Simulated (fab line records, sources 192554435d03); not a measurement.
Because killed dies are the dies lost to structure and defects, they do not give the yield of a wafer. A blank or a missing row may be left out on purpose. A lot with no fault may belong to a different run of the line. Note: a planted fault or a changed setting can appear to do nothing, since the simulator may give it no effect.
Split-lot study + flow n5 finfet + 21 wafers read from 7 lots, route of 1938 steps

== ABOUT THE SPLIT ==
At N5_BEOL_M5_EXPOSE_08 (exposes mask M5, target cd 28 nm), the setting dose mj was moved away from the recipe's 35.75 on 6 of the 21 wafers read, by -5.5% to +3.0%. For the rest of the wafers, this setting stayed at what the recipe calls for.

== FROM THE SPLIT TO THE READING: what the file shows between them, 2 steps ==
- N5_BEOL_M5_PEB_09: peb time 60 s
- N5_BEOL_M5_DEVELOP_10: develop time 30 s

== THE READING ==
cd nm (nm) at N5_BEOL_M5_CD_MEAS_11, where the cd target is 27.74 nm. On this fab line, fault-free wafers typically give 27.89 nm with a standard deviation of 0.27 nm.

| wafer  | tool, chamber at the split | dose mj as run | against the recipe | cd nm, nm | against lot-mates on the recipe |
|--------|----------------------------|----------------|--------------------|-----------|---------------------------------|
| L077.2 | euv scanner-02, 0          | 34.32          | -4.0%              | 26.90     | -1.18                           |
| L077.3 | euv scanner-02, 0          | 35.75          | recipe             | 28.24     | -                               |
| L077.4 | euv scanner-02, 0          | 35.75          | recipe             | 27.91     | -                               |
| L078.2 | euv scanner-01, 0          | 35.75          | recipe             | 28.22     | -                               |
| L078.5 | euv scanner-01, 0          | 33.77          | -5.5%              | 26.56     | -1.66                           |
| L078.6 | euv scanner-01, 0          | 33.77          | -5.5%              | 26.56     | -1.66                           |
| L082.1 | euv scanner-01, 0          | 35.75          | recipe             | 27.87     | -                               |
| L082.2 | euv scanner-01, 0          | 35.75          | recipe             | 27.59     | -                               |
| L082.5 | euv scanner-01, 0          | 36.83          | +3.0%              | 28.14     | +0.41                           |
| L088.1 | euv scanner-02, 0          | 35.75          | recipe             | 27.42     | -                               |
| L088.3 | euv scanner-02, 0          | 35.75          | recipe             | 28.19     | -                               |
| L088.4 | euv scanner-02, 0          | 35.75          | recipe             | 28.04     | -                               |
| L089.2 | euv scanner-02, 0          | 35.75          | recipe             | 28.17     | -                               |
| L089.3 | euv scanner-02, 0          | 35.75          | recipe             | 27.80     | -                               |
| L089.4 | euv scanner-02, 0          | 35.75          | recipe             | 27.96     | -                               |
| L094.1 | euv scanner-01, 0          | 34.86          | -2.5%              | 27.76     | -0.36                           |
| L094.2 | euv scanner-01, 0          | 35.75          | recipe             | 28.33     | -                               |
| L094.3 | euv scanner-01, 0          | 35.75          | recipe             | 27.91     | -                               |
| L096.1 | euv scanner-01, 0          | 35.75          | recipe             | 28.15     | -                               |
| L096.2 | euv scanner-01, 0          | 36.43          | +1.9%              | 28.22     | +0.27                           |
| L096.3 | euv scanner-01, 0          | 35.75          | recipe             | 27.76     | -                               |

THE FIT
A straight line over all 21 wafers: cd nm changes by +0.217 nm for each +1% of dose mj; r = +0.87; the points scatter about the line by 0.27 nm.
The same after taking each lot's own level away (the mean of its wafers on the recipe; 21 wafers): +0.262 nm for each +1%; r = +0.93; scatter 0.23 nm.
Per that fit: largest dose mj move, reading shift of 1.4 nm.
Across the lots, their own levels run from 27.730 to 28.220 nm, a range of 1.8 times the standard deviation given above.
In other words, the slope is changed by the lot-to-lot level; the two fits disagree.
Check: -1.41 nm against its lot-mates is what the line predicts for one of the wafers moved furthest among these (-5.5%) when that wafer is left out of the fit. Against them it came out at -1.66 nm.

== THE OTHER SPLITS THESE WAFERS WENT THROUGH ==
Other splits were also applied to these wafers ahead of the reading. Each is held against what the fit with the lots' levels taken away leaves over:
| other split on the same wafers | wafers away from the commonest value | r with cd nm (lot level and that fit taken away) |
|--------------------------------|--------------------------------------|--------------------------------------------------|
| N5_BEOL_M4_COAT_22 spin rpm    | 6                                    | +0.25                                            |

== THE WHOLE CHAIN: every reading that the file lists as answering this split, in the file's order ==
| step                  | what it does                                         | reading                                                        | change (the file's fit)               | r (the file's) |
|-----------------------|------------------------------------------------------|----------------------------------------------------------------|---------------------------------------|----------------|
| N5_BEOL_M5_CD_MEAS_11 | target cd 27.74 nm                                   | cd nm                                                          | +0.252 nm for each +1% of the setting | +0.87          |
| N5_BEOL_M5_DESCUM_16  | chemistry O2, time 7 s                               | BEOL_M5.cd nm (the simulator's own value, which no gauge read) | +0.25 nm for each +1% of the setting  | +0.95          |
| N5_BEOL_M5_ETCH_61    | etches SiARC in CF4, target depth 15.6 nm, time 26 s | BEOL_M5.cd nm (the simulator's own value, which no gauge read) | +0.241 nm for each +1% of the setting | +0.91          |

== FILE'S OWN FIT ==
cd nm changes by +0.252 nm for each +1% of dose mj, r = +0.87.
